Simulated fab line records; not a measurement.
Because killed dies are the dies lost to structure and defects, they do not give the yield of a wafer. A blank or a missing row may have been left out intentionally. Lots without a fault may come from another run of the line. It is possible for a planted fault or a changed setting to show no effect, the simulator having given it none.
A lot that was struck, set against a sound lot ; flow n5_finfet ; 38 out of 1938 route steps
Sound: these wafers, L284.1, L284.2, L284.5. Struck: wafer L288.2. (L288.3, L288.6 of the same lot were not struck and are left out.) The cause comes at the end.
Each step with rows lists, per side, the tool, then ch with its chambers, then its first start. Under that, the readings that differ: sound wafers ; struck wafers ; difference of the means ; sigmas: that difference in standard deviations of wafers without a fault.
alike: same words and numbers on both sides, and readings whose means sit less than 2 such deviations apart. not compared: any withheld reading, any reading some wafer has no value for, any bound like >300 that may hide the same value, and any number with overlapping values for which the record gives no deviation.
The two part at a step that has a row with sigmas, a row that says differs or no value, or rows on one side only. Numbers that have no deviation but don't overlap get no sigmas and don't part them. Lack of a reading on every wafer of one side parts them only where that side has two or more wafers.

first, 11 steps without rows for these wafers: N5_BEOL_M5_ANNEAL_82 (time 1800 s); N5_BEOL_M5_SPUTTER_83 (material Cu, target thk 15 nm, time 27.62 s); N5_BEOL_M5_ANNEAL_84 (time 1800 s); N5_BEOL_M5_SPUTTER_88 (material Cu, target thk 15 nm, time 27.62 s); N5_BEOL_M5_ANNEAL_89 (time 1800 s); N5_BEOL_M5_SPUTTER_90 (material Cu, target thk 4.5 nm, time 8.29 s); N5_BEOL_M5_ECD_50 (material Cu, target thk 300 nm); N5_BEOL_M5_ANNEAL_51 (time 90 s); N5_BEOL_M5_CMP_52 (polishes, stops on SiCOH lowk, t overpolish 6.9 s, target thk 62 nm); N5_BEOL_M5_PRE_CLEAN_77 (time 15 s); N5_BEOL_M5_CO_CAP_78 (material Co, precursor CCTBA/H2, target thk 2 nm, time 102.1 s).
N5_BEOL_M5_PRE_CLEAN_55: time 15 s.
  sound on pecvd-04 ch 0,1, day 10 05:21; struck on pecvd-04 ch 0,1,2, day 11 09:18
then, 1 step without rows for these wafers: N5_BEOL_M5_DEP_56 (deposits SiCN from 3MS/NH3, target thk 8 nm, time 14 s).
N5_BEOL_M5_INSPECT_58: inspects for defects (darkfield).
  sound on defect_inspect-01 at day 10 05:28; struck on defect_inspect-01 at day 11 09:25
reading;sound;struck;difference;sigmas
raw_defect_count;81 56 68;577;+509;+28
then, 12 steps without rows for these wafers: N5_BEOL_M6_ILD_DEP_00 (deposits SiCOH lowk from DEMS/porogen, target thk 179.75 nm, time 33.4 s); N5_BEOL_M6_CURE_74 (cures SiCOH lowk, time 240 s); N5_BEOL_M6_PECVD_70 (deposits SiO2 from TEOS/O2, target thk 20 nm, time 22.7 s); N5_BEOL_M6_HM_DEP_02 (deposits TiN, target thk 20 nm); N5_BEOL_M6_COAT_59 (time 60 s, resist thk 100 nm); N5_BEOL_M6_COAT_60 (time 60 s, resist thk 35 nm); N5_BEOL_M6_COAT_05 (resist thk 90 nm); N5_BEOL_M6_EBR_07; N5_BEOL_M6_SOFTBAKE_06 (time 60 s); N5_BEOL_M6_EXPOSE_08 (exposes mask M6); N5_BEOL_M6_PEB_09 (peb time 60 s); N5_BEOL_M6_DEVELOP_10 (develop time 30 s).
N5_BEOL_M6_INSPECT_13: inspects for defects (brightfield).
  sound on defect_inspect-01 at day 10 08:22; struck on defect_inspect-02 at day 11 11:01
reading;sound;struck;difference;sigmas
raw_defect_count;419 339 388;795;+413;+5
then, 9 steps without rows for these wafers: N5_BEOL_M6_DESCUM_16 (chemistry O2, time 7.9 s); N5_BEOL_M6_ETCH_61 (etches SiARC in CF4, target depth 45.5 nm, time 75.8 s); N5_BEOL_M6_ETCH_62 (etches SOC in N2/H2, target depth 110 nm, overetch 22 nm, time 165 s); N5_BEOL_M6_STRIP_68 (strips in N2/H2); N5_BEOL_M6_STRIP_67 (strips in CF4); N5_BEOL_M6_HM_OPEN_17 (chemistry Cl2/BCl3, target TiN, target depth 20 nm, overetch 6 nm); N5_BEOL_M6_STRIP_19 (strips in O2); N5_BEOL_M6_COAT_63 (time 60 s, resist thk 60 nm); N5_BEOL_M6_COAT_64 (time 60 s, resist thk 12 nm).
N5_BEOL_M6_INSPECT_30: inspects for defects (brightfield).
  sound on defect_inspect-01 at day 10 09:17; struck on defect_inspect-01 at day 11 13:05
reading;sound;struck;difference;sigmas
raw_defect_count;406 343 391;766;+386;+4
-- record jumps: 4 days separate the struck wafers' starts on either side; left off in module BEOL_M6, taken up again in module PASSIVATION, whose first shown step is the route's number 1936 --
N5_PASSIVATION_PROBE_49:
  the record has rows for the struck wafers here (prober-02, day 15 12:01) and none for the sound ones

== WHERE THEY PART ==
Last at N5_PASSIVATION_PROBE_49 as far as this record goes, first at N5_BEOL_M5_INSPECT_58.

WHY: the cause the simulator had injected
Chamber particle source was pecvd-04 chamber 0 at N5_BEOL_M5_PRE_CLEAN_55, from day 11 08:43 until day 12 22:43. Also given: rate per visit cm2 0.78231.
